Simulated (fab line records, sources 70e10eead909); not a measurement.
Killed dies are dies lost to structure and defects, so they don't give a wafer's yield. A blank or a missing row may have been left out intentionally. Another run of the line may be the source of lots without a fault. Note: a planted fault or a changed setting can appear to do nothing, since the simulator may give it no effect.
fab line records	flow nand-harc
[record] lots = 12	wafers = 36	last-day = 24
route steps=1159 shown A_M1@1039 END@1159
lots that met no fault: from a run of the same line without faults
start-h: hours from the record's first day to the start of the lot's first wafer shown	wait-h: hours from the lot's prior step to this one	" identical to the entry in the row above	L1.1+2: one row covering several wafers at once	- no value present, or no start provided	* or withheld: withheld	< > ~ a bound
route shown NAME@n: a module of which the file shows steps, and the number in the route of the first	usual: mean/standard deviation taken from wafers without a fault	same: alike in all rows	chamber/n: place in a boat	sites: the reading at each site	_std_site: how widely they spread, as a standard deviation	_edge_site: outer sites' mean less inner sites'	radius-mm: for every site, how far away it sits from the centre of the wafer	mask NAME#n: copy n	behind: tool/chamber where the wafer was last shaped	hold: why the lot was held/for how many hours/how that ended	device: the n, p or np transistor that did not switch	end of line: the route-end tests of the same wafers	a step given without rows: its recipe and nothing more	killed: the dies lost at the first sort to structure and to defects; this is not the yield of the wafer	map: the dies of a wafer, with x for killed, . for not killed, _ for no die there
set.NAME: the run value of the setting; set.NAME@STEP: its run value at that earlier step	model.NAME: the simulator's own value behind a step, which no gauge read
route steps across a sampled set of lots; one table per step, one row per wafer
services: when a tool's chamber went out of use (start-h, in hours from the record's first day, below 0 if earlier), for how many hours, and the reason
[[steps]]
[step NHARC_A_M1_DESCUM_14]
[recipe] time-s = 3	o2-flow-sccm = 200	ar-flow-sccm = 0	bias-power-w = 0	chemistry = O2
[usual] drypump-motor-current-A = 5.6/0.47	oes-product-au = 0.997/0.0098	rf-vpp-V = 57.8/1	showerhead-plenum-p-Torr = 1.92/0.079	throttle-valve-pct = 11.310/0.0094
lot.wafer	tool	chamber	start-h	wait-h	drypump-motor-current-A	oes-product-au	rf-hours-counter-h	rf-vpp-V	showerhead-plenum-p-Torr	throttle-valve-pct
L863.4	rie-diel-08	1	409.42	0.1	5.3	1.006	7	56.7	1.83	11.328
L863.5	"	2	"	"	6.2	1.001	-	57.6	1.79	11.321
L863.6	"	3	"	"	6.4	0.991	-	58.0	1.94	11.322
L865.3	rie-diel-01	3	417.11	0.1	5.6	0.998	8	56.6	1.86	11.316
L865.4	"	2	"	"	6.6	1.001	8	57.1	1.91	11.315
L865.5	"	3	"	"	5.5	0.998	-	56.0	1.86	11.317
L864.2	rie-diel-13	1	418.50	0.1	5.2	0.996	3	59.0	1.86	11.300
L864.4	"	3	"	"	5.1	0.995	3	58.0	1.93	11.316
L864.6	"	1	"	"	5.2	0.982	-	57.5	1.86	11.310
L866.3	rie-diel-13	1	432.10	0.1	5.2	0.980	3	58.4	1.86	11.309
L866.4	"	2	"	"	5.3	1.001	3	57.8	2.05	11.309
L866.6	"	2	"	"	5.3	1.010	-	59.5	2.05	11.322
L867.4	rie-diel-08	3	440.94	0.1	6.4	0.997	8	58.4	1.94	11.314
L867.1	"	0	"	"	5.8	1.005	8	58.3	2.00	11.305
L867.5	"	3	"	"	6.4	0.993	-	57.3	1.94	11.299
L871.2	rie-diel-08	3	458.89	0.1	6.4	0.984	10	57.6	1.94	11.302
L871.4	"	2	"	"	6.2	0.994	-	56.3	1.79	11.311
L871.6	"	3	"	"	6.4	0.990	-	57.5	1.94	11.306
L872.2	rie-diel-08	2	473.87	0.1	6.2	0.993	11	56.1	1.79	11.304
L872.5	"	1	"	"	5.3	1.008	-	56.9	1.83	11.303
L872.6	"	2	"	"	6.2	0.997	-	57.0	1.79	11.306
L876.2	rie-diel-13	2	489.86	0.1	5.3	0.995	0	57.7	2.05	11.302
L876.1	"	3	"	"	5.1	0.979	1	58.7	1.93	11.319
L876.5	"	2	"	"	5.3	1.002	-	59.0	2.05	11.317
L875.1	rie-diel-13	0	492.56	0.1	5.9	0.980	1	57.8	1.97	11.308
L875.4	"	2	"	"	5.3	0.992	1	58.2	2.05	11.315
L875.5	"	1	"	"	5.2	0.990	-	56.0	1.86	11.299
L874.4	rie-diel-08	1	499.22	0.1	5.4	1.013	1	57.6	1.83	11.314
L874.2	"	2	"	"	6.2	1.003	1	56.7	1.79	11.311
L874.5	"	0	"	"	5.8	1.019	-	58.3	2.00	11.298
L878.4	rie-diel-08	2	511.55	0.1	6.2	1.010	2	56.6	1.79	11.298
L878.3	"	0	"	"	5.8	1.017	2	59.1	2.00	11.316
L878.6	"	1	"	"	5.3	1.019	-	57.7	1.83	11.284
L883.3	rie-diel-01	3	533.11	0.1	5.6	0.991	2	57.9	1.86	11.312
L883.5	"	2	"	"	6.6	0.997	-	58.8	1.91	11.310
L883.6	"	3	"	"	5.6	0.995	-	57.0	1.86	11.320
[step NHARC_A_M1_PRE_CLEAN_30]
[recipe] time-s = 30	temp-c = 280	gas = H2/He
[usual] heater-power-w = 400/41
lot.wafer	tool	chamber	start-h	wait-h	heater-power-w
L863.4	pvd-sputter-03	-	-	-	367
L863.6	"	-	"	"	407
L863.5	"	-	"	"	398
L865.4	pvd-sputter-02	-	-	-	468
L865.3	"	-	"	"	352
L865.5	"	-	"	"	432
L864.4	pvd-sputter-02	-	-	-	370
L864.2	"	-	"	"	436
L864.6	"	-	"	"	461
L866.4	pvd-sputter-02	-	-	-	360
L866.3	"	-	"	"	471
L866.6	"	-	"	"	358
L867.1	pvd-sputter-01	-	-	-	455
L867.4	"	-	"	"	341
L867.5	"	-	"	"	447
L871.4	pvd-sputter-01	-	-	-	333
L871.2	"	-	"	"	418
L871.6	"	-	"	"	405
L872.2	pvd-sputter-01	-	-	-	338
L872.6	"	-	"	"	335
L872.5	"	-	"	"	417
L876.1	pvd-sputter-01	-	-	-	336
L876.2	"	-	"	"	404
L876.5	"	-	"	"	345
L875.4	pvd-sputter-01	-	-	-	340
L875.1	"	-	"	"	420
L875.5	"	-	"	"	340
L874.2	pvd-sputter-01	-	-	-	414
L874.4	"	-	"	"	439
L874.5	"	-	"	"	341
L878.4	pvd-sputter-02	-	-	-	455
L878.3	"	-	"	"	365
L878.6	"	-	"	"	353
L883.3	pvd-sputter-02	-	-	-	467
L883.5	"	-	"	"	461
L883.6	"	-	"	"	364
[step NHARC_A_M1_ECD_22]
[recipe] target-thk-a = 4000	bath-temp-c = 25	material = Cu
[usual] bath-heat-duty-pct = 6.7/0.58	bath-temp-c = 25.01/0.11
lot.wafer	tool	chamber	start-h	wait-h	bath-heat-duty-pct	bath-temp-c
L863.4	ecd-cu-02	1	410.87	-	6.6	25.04
L863.5	"	1	"	"	5.7	25.05
L863.6	"	0	"	"	7.2	24.95
L865.3	ecd-cu-01	1	418.61	-	7.7	25.06
L865.4	"	0	"	"	6.5	24.94
L865.5	"	0	"	"	6.6	24.86
L864.2	ecd-cu-01	0	419.96	-	-	-
L864.4	"	1	"	"	-	-
L864.6	"	0	"	"	-	-
L866.3	ecd-cu-01	0	433.65	-	-	-
L866.4	"	1	"	"	-	-
L866.6	"	1	"	"	-	-
L867.1	ecd-cu-01	0	442.31	-	-	-
L867.4	"	0	"	"	-	-
L867.5	"	0	"	"	-	-
L871.2	ecd-cu-01	0	460.34	-	6.9	25.08
L871.4	"	1	"	"	6.9	25.02
L871.6	"	0	"	"	6.9	25.03
L872.2	ecd-cu-02	0	475.53	-	6.6	25.12
L872.5	"	1	"	"	6.8	24.88
L872.6	"	0	"	"	6.7	25.00
L876.1	ecd-cu-01	1	491.23	-	7.8	25.08
L876.2	"	0	"	"	6.4	24.92
L876.5	"	0	"	"	6.6	24.85
L875.1	ecd-cu-01	0	494.01	-	7.6	25.13
L875.4	"	0	"	"	7.2	25.16
L875.5	"	1	"	"	8.0	25.08
L874.2	ecd-cu-02	1	500.60	-	7.7	24.91
L874.4	"	0	"	"	7.3	25.16
L874.5	"	1	"	"	6.1	24.86
L878.3	ecd-cu-02	1	513.06	-	6.8	25.18
L878.4	"	0	"	"	7.2	25.02
L878.6	"	1	"	"	6.2	25.09
L883.3	ecd-cu-01	1	535.07	-	8.2	25.09
L883.5	"	1	"	"	7.1	25.12
L883.6	"	0	"	"	6.8	24.95
[step NHARC_A_M1_CMP_23]
[recipe] t-overpolish-s = 20	target-thk-nm = 154.34
[usual] motor-current-A = 12.6/1.2	pad-life-wafers = 243/140	time-to-endpoint-s = 28.1/2.7
lot.wafer	tool	chamber	start-h	wait-h	motor-current-A	pad-life-wafers	time-to-endpoint-s
L863.4	cmp-01	0	411.52	-	10.6	193	22.7
L863.6	"	3	"	"	12.9	-	24.0
L863.5	"	0	"	"	10.8	-	24.3
L865.3	cmp-02	0	419.29	-	12.8	488	24.1
L865.4	"	1	"	"	12.1	489	22.8
L865.5	"	2	"	"	12.5	-	24.6
L864.2	cmp-01	2	420.65	-	13.2	258	3.9
L864.4	"	3	"	"	13.3	259	1.8
L864.6	"	2	"	"	12.4	-	3.4
L866.4	cmp-04	0	434.33	-	12.4	235	0.7
L866.3	"	2	"	"	14.0	237	2.6
L866.6	"	0	"	"	12.0	-	4.7
L867.1	cmp-04	3	443.06	-	13.5	295	6.0
L867.4	"	0	"	"	12.8	296	1.4
L867.5	"	2	"	"	14.2	-	0.5
L871.2	cmp-01	0	461.04	-	10.8	553	23.2
L871.4	"	1	"	"	13.0	554	29.7
L871.6	"	0	"	"	10.8	-	24.3
L872.2	cmp-04	0	476.45	-	12.3	459	26.7
L872.5	"	1	"	"	10.4	-	27.6
L872.6	"	2	"	"	14.2	-	24.1
L876.2	cmp-01	1	491.96	-	13.0	78	32.0
L876.1	"	3	"	"	13.6	80	27.3
L876.5	"	2	"	"	12.4	-	28.1
L875.4	cmp-02	1	494.68	-	12.1	384	29.8
L875.1	"	3	"	"	10.2	386	29.9
L875.5	"	1	"	"	12.4	-	26.3
L874.2	cmp-04	3	501.33	-	13.1	0	30.7
L874.4	"	1	"	"	11.8	2	30.3
L874.5	"	0	"	"	12.0	-	27.5
L878.4	cmp-04	2	513.69	-	14.4	60	26.4
L878.3	"	1	"	"	11.0	63	29.0
L878.6	"	3	"	"	13.8	-	32.8
L883.3	cmp-04	0	535.69	-	13.0	216	25.2
L883.5	"	0	"	"	12.7	-	24.2
L883.6	"	1	"	"	11.6	-	26.7
[step NHARC_A_M1_THK_MEAS_24]
[recipe] thk-meas-gauge = xrf
[usual] thk-nm = 154.0/1.4
lot.wafer	tool	chamber	start-h	wait-h	thk-nm
L863.4	film-metro-01	-	411.81	-	153.0
L863.5	"	-	"	"	153.7
L863.6	"	-	"	"	154.3
L865.3	film-metro-02	-	419.55	-	153.9
L865.4	"	-	"	"	152.1
L865.5	"	-	"	"	154.7
L864.2	film-metro-02	-	420.97	-	29.9
L864.4	"	-	"	"	29.2
L864.6	"	-	"	"	29.3
L866.3	film-metro-02	-	434.61	-	30.4
L866.4	"	-	"	"	27.9
L866.6	"	-	"	"	29.7
L867.1	film-metro-02	-	443.36	-	30.8
L867.4	"	-	"	"	27.5
L867.5	"	-	"	"	31.1
L871.2	film-metro-01	-	461.32	-	152.9
L871.4	"	-	"	"	153.3
L871.6	"	-	"	"	153.5
L872.2	film-metro-01	-	476.68	-	150.7
L872.5	"	-	"	"	152.1
L872.6	"	-	"	"	151.5
L876.1	film-metro-01	-	492.27	-	153.9
L876.2	"	-	"	"	152.4
L876.5	"	-	"	"	153.0
L875.1	film-metro-01	-	494.99	-	154.4
L875.4	"	-	"	"	152.5
L875.5	"	-	"	"	154.8
L874.2	film-metro-01	-	501.64	-	154.8
L874.4	"	-	"	"	155.0
L874.5	"	-	"	"	153.6
L878.3	film-metro-02	-	514.00	-	153.9
L878.4	"	-	"	"	152.1
L878.6	"	-	"	"	153.5
L883.3	film-metro-01	-	536.01	-	153.1
L883.5	"	-	"	"	153.7
L883.6	"	-	"	"	150.8
[step NHARC_A_M1_PRE_CLEAN_32]
[recipe] time-s = 12	temp-c = 370	rf-power-w = 300	gas = NH3
[usual] heater-power-w = 645/64
lot.wafer	tool	chamber	start-h	wait-h	heater-power-w
L863.6	pecvd-04	0	412.07	0.1	499
L863.5	"	1	"	"	643
L863.4	"	2	"	"	621
L865.3	pecvd-04	1	419.77	0.1	631
L865.4	"	1	"	"	628
L865.5	"	2	"	"	511
L864.2	pecvd-03	2	421.23	0.1	653
L864.4	"	0	"	"	626
L864.6	"	2	"	"	673
L866.3	pecvd-04	1	435.11	0.3	659
L866.4	"	0	"	"	572
L866.6	"	2	"	"	610
L867.1	pecvd-03	1	443.60	0.1	643
L867.5	"	1	"	"	659
L867.4	"	0	"	"	626
L871.2	pecvd-03	1	461.57	0.1	716
L871.6	"	0	"	"	666
L871.4	"	1	"	"	723
L872.2	pecvd-01	1	476.90	0.1	622
L872.6	"	1	"	"	633
L872.5	"	0	"	"	589
L876.2	pecvd-03	0	492.51	0.1	624
L876.1	"	1	"	"	633
L876.5	"	0	"	"	639
L875.1	pecvd-04	1	495.24	0.1	637
L875.5	"	0	"	"	546
L875.4	"	1	"	"	659
L874.2	pecvd-01	1	501.89	0.1	696
L874.4	"	2	"	"	705
L874.5	"	0	"	"	685
L878.3	pecvd-01	1	514.24	0.1	637
L878.4	"	0	"	"	661
L878.6	"	2	"	"	673
L883.3	pecvd-01	0	536.23	0.1	601
L883.6	"	1	"	"	604
L883.5	"	2	"	"	710
[step NHARC_END_SORT_01]
[recipe] temp-c = 25
[usual] defect-limited-yield = 95.6/1.6	killed-at-array = 26/11	killed-at-other = 0.6/1	killed-at-periphery = 3.1/2.1	killed-dies = 30/11	killed-open = 3.4/1.8	killed-short = 2.1/1.5	sort_bin_2_pct = 1.3/0.64	sort_bin_3_pct = 0.25/0.23	sort_bin_4_pct = 2.8/1.1	sort-n-pass = 647/11	sort-rim-yield-pct = 95.8/2.7	sort-yield-pct = 95.6/1.6
[same] gross-dies = 677	sort_bin_5_pct[%] = 0	sort_bin_6_pct[%] = 0	sort_bin_7_pct[%] = 0	sort_bin_8_pct[%] = 0	sort-rim-n-gross = 106.00
lot.wafer	tool	chamber	start-h	wait-h	defect-limited-yield[%]	killed-at-array	killed-at-other	killed-at-periphery	killed-dies	killed-open	killed-short	sort_bin_2_pct[%]	sort_bin_3_pct[%]	sort_bin_4_pct[%]	sort-n-pass	sort-rim-yield-pct[%]	sort-yield-pct[%]
L863.4	prober-01	0	451.98	3.4	94.7	33	0	3	36	4	1	1.3	0.30	3.7	641	97.2	94.7
L863.5	prober-01	0	452.79	3.7	95.9	26	1	1	28	3	3	1.0	0.15	3.0	649	99.1	95.9
L863.6	prober-01	0	453.59	4.0	95.1	29	1	3	33	4	2	1.2	0.15	3.5	644	91.5	95.1
L865.3	prober-02	0	466.75	3.1	97.2	15	0	4	19	3	3	1.2	0	1.6	658	95.3	97.2
L865.4	prober-02	0	467.55	3.4	95.0	24	2	8	34	6	1	1.9	0	3.1	643	96.2	95.0
L865.5	prober-02	0	468.35	3.7	96.0	22	0	5	27	2	2	1.3	0.15	2.5	650	98.1	96.0
L871.2	prober-02	0	495.37	2.8	94.8	31	2	2	35	2	4	1.2	0.30	3.7	642	96.2	94.8
L871.4	prober-02	0	496.97	3.4	96.3	19	0	6	25	3	2	1.3	0.15	2.2	652	93.4	96.3
L871.6	prober-02	0	498.58	4.0	94.1	34	1	5	40	5	5	1.2	0.30	4.4	637	90.6	94.1
L872.2	prober-02	0	511.55	2.8	97.0	13	0	7	20	7	2	0.9	0.44	1.6	657	97.2	97.0
L872.5	prober-02	0	513.95	3.7	97.3	14	0	4	18	2	3	0.4	0.15	2.1	659	100.0	97.3
L872.6	prober-02	0	514.75	4.0	98.2	6	1	5	12	3	0	0.9	0	0.9	665	97.2	98.2
L875.1	prober-01	0	527.36	2.4	95.1	30	0	3	33	2	1	1.0	0.30	3.5	644	95.3	95.1
L875.4	prober-01	0	529.79	3.4	94.7	33	0	3	36	4	2	1.9	0.74	2.7	641	97.2	94.7
L875.5	prober-01	0	530.60	3.7	95.1	28	0	5	33	4	0	1.6	0.30	3.0	644	93.4	95.1
L876.1	prober-02	0	527.44	2.5	94.1	35	0	5	40	4	2	1.0	0.30	4.6	637	97.2	94.1
L876.2	prober-02	0	528.25	2.8	95.9	26	2	0	28	3	2	1.3	0.15	2.7	649	95.3	95.9
L876.5	prober-02	0	530.65	3.7	95.3	28	0	4	32	4	2	1.3	0.44	3.0	645	92.5	95.3
L874.2	prober-01	0	539.82	2.8	97.9	14	0	0	14	4	2	0.9	0.15	1.0	663	98.1	97.9
L874.4	prober-01	0	541.42	3.4	97.5	16	0	1	17	1	1	0.4	0.59	1.5	660	97.2	97.5
L874.5	prober-01	0	542.21	3.7	97.5	15	2	0	17	1	4	0.3	0	2.2	660	97.2	97.5
L878.3	prober-02	0	550.03	3.1	91.7	55	1	0	56	1	3	2.4	0.74	5.2	621	88.7	91.7
L878.4	prober-02	0	550.84	3.4	92.8	47	0	2	49	1	3	1.9	0.59	4.7	628	98.1	92.8
L878.6	prober-02	0	552.45	4.0	91.3	52	4	3	59	4	4	2.2	0.89	5.6	618	97.2	91.3
L883.3	prober-02	0	571.21	3.1	95.7	28	0	1	29	3	4	1.3	0	3.0	648	98.1	95.7
L883.5	prober-02	0	572.78	3.6	96.2	24	0	2	26	1	3	1.2	0	2.7	651	91.5	96.2
L883.6	prober-02	0	573.56	3.9	95.4	28	0	3	31	5	2	1.2	0.30	3.1	646	98.1	95.4
// killed by level:class
L863.4 A_SLIT:chamber-film-flake=13 A_CONTACT:chamber-film-flake=9 A_WL_FILL:chamber-film-flake=3 P_M0:geometric-particle:open=2 A_CHANNEL_HOLE_D1:chamber-film-flake=2 A_SGD_CUT:geometric-particle:open=1 A_CONTACT:geometric-particle:open=1 A_BLC:geometric-particle:short=1
L863.5 A_SLIT:chamber-film-flake=11 A_CHANNEL_HOLE_D1:chamber-film-flake=3 A_WL_FILL:chamber-film-flake=3 A_ONON_D1:geometric-particle:short=2 A_CONTACT:chamber-film-flake=2 A_M0:chamber-film-flake=2 A_WL_FILL:geometric-particle:open=1 A_CONTACT:geometric-particle:open=1
L863.6 A_SLIT:chamber-film-flake=10 A_CONTACT:chamber-film-flake=8 A_M0:chamber-film-flake=3 A_CONTACT:geometric-particle:open=2 P_GATE:geometric-particle:short=1 P_M0:geometric-particle:open=1 A_SGD_CUT:geometric-particle:open=1 P_GATE:chamber-film-flake=1
L865.3 A_SLIT:chamber-film-flake=7 A_CONTACT:geometric-particle:open=2 P_M1:chamber-film-flake=2 A_STAIRCASE:chamber-film-flake=2 P_M1:geometric-particle:short=1 A_CHANNEL_HOLE_D1:geometric-particle:open=1 A_CHANNEL_FILL_D1:geometric-particle:short=1 A_M1:geometric-particle:short=1
L865.4 A_SLIT:chamber-film-flake=12 P_BONDPAD:chamber-film-flake=4 A_CONTACT:geometric-particle:open=3 A_CHANNEL_HOLE_D1:chamber-film-flake=3 A_SGD_CUT:geometric-particle:open=2 P_ZERO_WELL:chamber-film-flake=2 A_CONTACT:chamber-film-flake=2 THIN_TSV:chamber-film-flake=2
L865.5 A_SLIT:chamber-film-flake=9 A_CHANNEL_HOLE_D1:chamber-film-flake=5 P_ZERO_WELL:chamber-film-flake=3 A_CONTACT:chamber-film-flake=3 A_CHANNEL_HOLE_D1:geometric-particle:short=1 A_CHANNEL_HOLE_D1:geometric-particle:open=1 A_CHANNEL_FILL_D1:geometric-particle:short=1 A_CHANNEL_FILL_D1:geometric-particle:open=1
L871.2 A_CONTACT:chamber-film-flake=15 A_CHANNEL_HOLE_D1:chamber-film-flake=6 A_CHANNEL_HOLE_D1:geometric-particle:open=2 A_CHANNEL_FILL_D1:geometric-particle:short=2 A_STAIRCASE:chamber-film-flake=2 A_SGD_CUT:geometric-particle:short=1 P_GATE:chamber-film-flake=1 P_CONTACT:chamber-film-flake=1
L871.4 A_CONTACT:chamber-film-flake=9 A_CHANNEL_HOLE_D1:chamber-film-flake=3 P_GATE:chamber-film-flake=2 P_CONTACT:chamber-film-flake=2 A_WL_FILL:chamber-film-flake=2 P_GATE:geometric-particle:open=1 A_CHANNEL_FILL_D1:chamber-film-flake=1 P_M2:geometric-particle:open=1
L871.6 A_CONTACT:chamber-film-flake=13 A_CHANNEL_HOLE_D1:chamber-film-flake=6 A_STAIRCASE:chamber-film-flake=4 A_WL_FILL:chamber-film-flake=3 A_CHANNEL_FILL_D1:geometric-particle:short=2 P_GATE:geometric-particle:open=1 P_M0:geometric-particle:short=1 P_M1:geometric-particle:open=1
L872.2 P_CONTACT:geometric-particle:open=3 A_CHANNEL_HOLE_D1:chamber-film-flake=3 A_SOURCE_PLATE:geometric-particle:open=2 P_STI:chamber-film-flake=2 A_STAIRCASE:chamber-film-flake=2 P_GATE:geometric-particle:open=1 P_M0:geometric-particle:short=1 A_ONON_D1:geometric-particle:open=1
L872.5 A_BONDPAD:chamber-film-flake=5 A_CHANNEL_HOLE_D1:chamber-film-flake=4 P_M0:geometric-particle:short=1 P_M0:geometric-particle:open=1 A_CONTACT:geometric-particle:short=1 A_CONTACT:geometric-particle:open=1 A_M0:geometric-particle:short=1 P_STI:chamber-film-flake=1
L872.6 A_CHANNEL_HOLE_D1:chamber-film-flake=3 P_CONTACT:geometric-particle:open=2 A_SGD_CUT:geometric-particle:open=1 P_STI:chamber-film-flake=1 P_GATE:chamber-film-flake=1 P_M2:chamber-film-flake=1 A_SLIT:chamber-film-flake=1 A_WL_FILL:chamber-film-flake=1
L875.1 A_SLIT:chamber-film-flake=14 A_CHANNEL_HOLE_D1:chamber-film-flake=5 A_STAIRCASE:chamber-film-flake=4 A_ZERO_WELL:chamber-film-flake=3 A_CONTACT:chamber-film-flake=2 P_CONTACT:geometric-particle:short=1 A_CONTACT:geometric-particle:open=1 A_BLC:geometric-particle:open=1
L876.1 A_CHANNEL_HOLE_D1:chamber-film-flake=21 A_CONTACT:chamber-film-flake=6 A_BLC:geometric-particle:open=2 A_ZERO_WELL:chamber-film-flake=2 P_M0:geometric-particle:open=1 P_M1:geometric-particle:open=1 A_SGD_CUT:geometric-particle:short=1 A_CONTACT:geometric-particle:short=1
L876.2 A_CHANNEL_HOLE_D1:chamber-film-flake=14 A_STAIRCASE:chamber-film-flake=5 A_CONTACT:chamber-film-flake=2 THIN_TSV:chamber-film-flake=2 A_ONON_D1:geometric-particle:short=1 A_CHANNEL_HOLE_D1:geometric-particle:open=1 A_CHANNEL_FILL_D1:geometric-particle:open=1 A_CONTACT:geometric-particle:short=1
L875.4 A_SLIT:chamber-film-flake=17 A_CHANNEL_HOLE_D1:chamber-film-flake=7 A_STAIRCASE:chamber-film-flake=2 A_CONTACT:chamber-film-flake=2 P_GATE:geometric-particle:open=1 P_CONTACT:geometric-particle:short=1 A_ONON_D1:geometric-particle:open=1 A_WL_FILL:geometric-particle:open=1
L875.5 A_SLIT:chamber-film-flake=15 A_CHANNEL_HOLE_D1:chamber-film-flake=7 P_GATE:chamber-film-flake=4 A_M0:geometric-particle:open=2 A_ZERO_WELL:chamber-film-flake=2 P_CONTACT:geometric-particle:open=1 A_CONTACT:geometric-particle:open=1 A_STAIRCASE:chamber-film-flake=1
L876.5 A_CHANNEL_HOLE_D1:chamber-film-flake=17 A_CONTACT:chamber-film-flake=6 P_CONTACT:geometric-particle:open=2 A_CHANNEL_FILL_D1:chamber-film-flake=2 P_CONTACT:geometric-particle:short=1 P_M0:geometric-particle:open=1 A_ONON_D1:geometric-particle:open=1 A_CONTACT:geometric-particle:short=1
L874.2 A_CHANNEL_HOLE_D1:chamber-film-flake=4 A_STAIRCASE:chamber-film-flake=3 A_SGD_CUT:geometric-particle:open=1 A_SGD_CUT:geometric-particle:short=1 A_WL_FILL:geometric-particle:short=1 A_CONTACT:geometric-particle:open=1 A_BLC:geometric-particle:open=1 A_M1:geometric-particle:open=1
L874.4 A_CHANNEL_HOLE_D1:chamber-film-flake=7 A_STAIRCASE:chamber-film-flake=7 P_CONTACT:geometric-particle:short=1 A_M0:geometric-particle:open=1 A_WL_FILL:chamber-film-flake=1
L874.5 A_CHANNEL_HOLE_D1:chamber-film-flake=8 A_CHANNEL_FILL_D1:geometric-particle:short=1 A_CONTACT:geometric-particle:short=1 A_M0:geometric-particle:open=1 A_M1:geometric-particle:short=1 STARTING-WAFER:geometric-particle:short=1 A_ZERO_WELL:chamber-film-flake=1 A_STAIRCASE:chamber-film-flake=1
L878.3 A_CHANNEL_HOLE_D1:chamber-film-flake=22 A_SLIT:chamber-film-flake=20 A_CONTACT:chamber-film-flake=6 A_STAIRCASE:chamber-film-flake=2 A_ONON_D1:geometric-particle:open=1 A_CHANNEL_FILL_D1:geometric-particle:short=1 A_WL_FILL:geometric-particle:short=1 A_M0:geometric-particle:short=1
L878.4 A_CHANNEL_HOLE_D1:chamber-film-flake=16 A_SLIT:chamber-film-flake=15 A_STAIRCASE:chamber-film-flake=6 A_CONTACT:chamber-film-flake=6 P_M0:geometric-particle:open=1 P_M1:geometric-particle:short=1 A_ONON_D1:geometric-particle:short=1 A_CHANNEL_FILL_D1:geometric-particle:short=1
L878.6 A_CHANNEL_HOLE_D1:chamber-film-flake=23 A_SLIT:chamber-film-flake=16 A_WL_FILL:geometric-particle:short=3 A_STAIRCASE:chamber-film-flake=3 A_CONTACT:chamber-film-flake=3 THIN_TSV:chamber-film-flake=3 A_CONTACT:geometric-particle:open=2 P_GATE:geometric-particle:open=1
L883.3 A_STAIRCASE:chamber-film-flake=9 A_CHANNEL_HOLE_D1:chamber-film-flake=7 A_WL_FILL:geometric-particle:short=3 A_CHANNEL_FILL_D1:chamber-film-flake=3 A_CONTACT:chamber-film-flake=2 A_SOURCE_PLATE:geometric-particle:short=1 A_CHANNEL_FILL_D1:geometric-particle:open=1 A_CONTACT:geometric-particle:open=1
L883.5 A_CHANNEL_HOLE_D1:chamber-film-flake=10 A_STAIRCASE:chamber-film-flake=4 A_CONTACT:chamber-film-flake=4 A_WL_FILL:chamber-film-flake=2 P_STI:geometric-particle:short=1 A_WL_FILL:geometric-particle:short=1 A_M0:geometric-particle:open=1 A_M1:geometric-particle:short=1
L883.6 A_CHANNEL_HOLE_D1:chamber-film-flake=10 A_STAIRCASE:chamber-film-flake=4 A_CONTACT:chamber-film-flake=3 P_M0:geometric-particle:open=2 A_SGD_CUT:geometric-particle:open=2 A_ZERO_WELL:chamber-film-flake=2 A_M0:chamber-film-flake=2 A_WL_FILL:geometric-particle:short=1
[[services]]
tool	chamber	start-h	hours	kind
rie-diel-13	-	389.33	7.8	repair
pvd-sputter-02	-	392.03	10.0	pm
ecd-cu-02	-	397.68	1.6	repair
cmp-04	-	399.08	4.0	pm
pvd-sputter-02	-	410.14	1.5	repair
pvd-sputter-02	-	413.93	1.4	repair
pecvd-01	-	418.47	13.0	pm
rie-diel-08	2	424.75	5.9	repair
rie-diel-13	3	427.80	3.1	repair
rie-diel-08	0	431.36	5.8	repair
ecd-cu-01	-	448.10	8.0	pm
rie-diel-13	-	453.00	9.0	pm
rie-diel-08	0	453.09	8.0	repair
pvd-sputter-02	-	463.91	2.1	repair
pvd-sputter-01	-	466.65	1.8	repair
pecvd-03	-	473.13	13.0	pm
cmp-01	-	473.90	4.0	pm
rie-diel-08	-	478.81	9.0	pm
cmp-04	-	486.84	1.7	repair
cmp-01	-	494.64	9.4	repair
cmp-04	-	497.13	4.0	pm
pvd-sputter-02	-	499.75	6.1	repair
pvd-sputter-01	-	514.02	10.0	pm
rie-diel-08	-	526.29	0.5	repair
[[key]]
[first-sign] step = NHARC_A_M1_ECD_22	reading = tool-record	direction = missing
[effect] step = NHARC_A_M1_CMP_23	reading = time-to-endpoint-s	direction = down	sigmas = 9.5	usual = *	struck = *
[effect] step = NHARC_A_M1_THK_MEAS_24	reading = thk-nm	direction = down	sigmas = 90	usual = 154.0	struck = 29.5
met-at NHARC_A_M1_ECD_22
struck-lots L864,L866,L867
rows-end L866.3,L866.4,L866.6,L867.1,L867.4,L867.5
later-rows-left-out L864.2,L864.4,L864.6
sort-left-out L864.2,L864.4,L864.6
tester-left-out L864
not-acting-at NHARC_A_M1_DESCUM_14,NHARC_A_M1_PRE_CLEAN_30,NHARC_A_M1_PRE_CLEAN_32
onset-between 418.61 419.96
[earlier-fault] kind = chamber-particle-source	tool = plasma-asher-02	chamber = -	onset-h = 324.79	steps = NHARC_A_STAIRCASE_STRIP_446	rate-per-visit-cm2 = 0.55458
[fault] kind = skipped-step-whole	tool = ecd-cu-01	chamber = -	onset-h = 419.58	steps = NHARC_A_M1_ECD_22	scope = struck-lots-only
// tester-left-out: of these lots the tester's yield and bins aren't shown, on N5 and GAA mostly nor the transistor test; their killed dies are dies lost to structure and defects alone, not to doping, threshold or leakage, so they don't give the yield
// sort-left-out: the simulated sort isn't trusted on such a fault, so these wafers' sort isn't shown, and their yield isn't known
// later-rows-left-out: the simulator's readings of these wafers behind a module that went badly wrong aren't trusted and aren't shown, but for the sort
// rows-end: these wafers met a further fault down the route, and their rows from its step on are left out
